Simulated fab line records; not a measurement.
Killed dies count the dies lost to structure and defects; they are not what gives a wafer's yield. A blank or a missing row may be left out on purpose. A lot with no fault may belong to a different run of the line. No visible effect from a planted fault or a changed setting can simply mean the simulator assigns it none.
Matching of chambers | flow nand harc | 4 sister chambers for NHARC_A_BONDPAD_STRIP_15 on rie diel-05
The step strips in O2. 8 wafers are shown with their chamber, then 7 later ones without.

## EACH WAFER AND ITS CHAMBER
wafer  | chamber | drypump motor current A (A) | oes product au (a.u.)
L916.1 | 3       | 5.8                         | 0.999
L916.5 | 0       | 4.8                         | 0.990
L915.6 | 0       | 4.8                         | 0.986
L930.1 | 1       | 5.5                         | 1.022
L930.2 | 2       | 5.7                         | 1.008
L930.5 | 2       | 5.8                         | 1.008
L935.1 | 1       | 5.5                         | 1.031
L935.4 | 3       | 5.9                         | 1.007

## WAFERS WITHOUT THEIR CHAMBER
wafer  | drypump motor current A (A) | oes product au (a.u.)
L935.5 | 5.8                         | 1.018
L936.2 | 5.8                         | 1.013
L936.3 | 4.8                         | 1.007
L936.6 | 5.8                         | 1.002
L937.3 | 5.5                         | 1.009
L937.5 | 5.8                         | 0.999
L937.6 | 5.5                         | 1.010

## THE CHAMBER EACH PASSED THROUGH
wafer  | from the rows above     | in truth
L935.5 | can't be placed: 2 or 3 | 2
L936.2 | can't be placed: 2 or 3 | 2
L936.3 | 0                       | 0
L936.6 | can't be placed: 3 or 2 | 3
L937.3 | can't be placed: 1 or 2 | 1
L937.5 | can't be placed: 3 or 2 | 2
L937.6 | can't be placed: 1 or 2 | 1
Correct placement for 1 of the 7. Unplaceable from these rows: 6, with the true chamber sitting among the candidates in 6. Number placed wrongly: 0.
How it was worked out, from the rows above alone: a wafer's distance from a chamber is the root of the sum, over the readings, of the square of ((its reading less the chamber's mean) divided by the reading's scatter). If the next closest chamber is less than 2 further off than the closest, the wafer can't be placed; otherwise it belongs to the closest. For every chamber, the mean is computed from those of its wafers that are shown. The scatter is the square root of a quotient: the sum, over the shown wafers, of each reading's squared deviation from its chamber's mean, divided by wafers minus chambers.
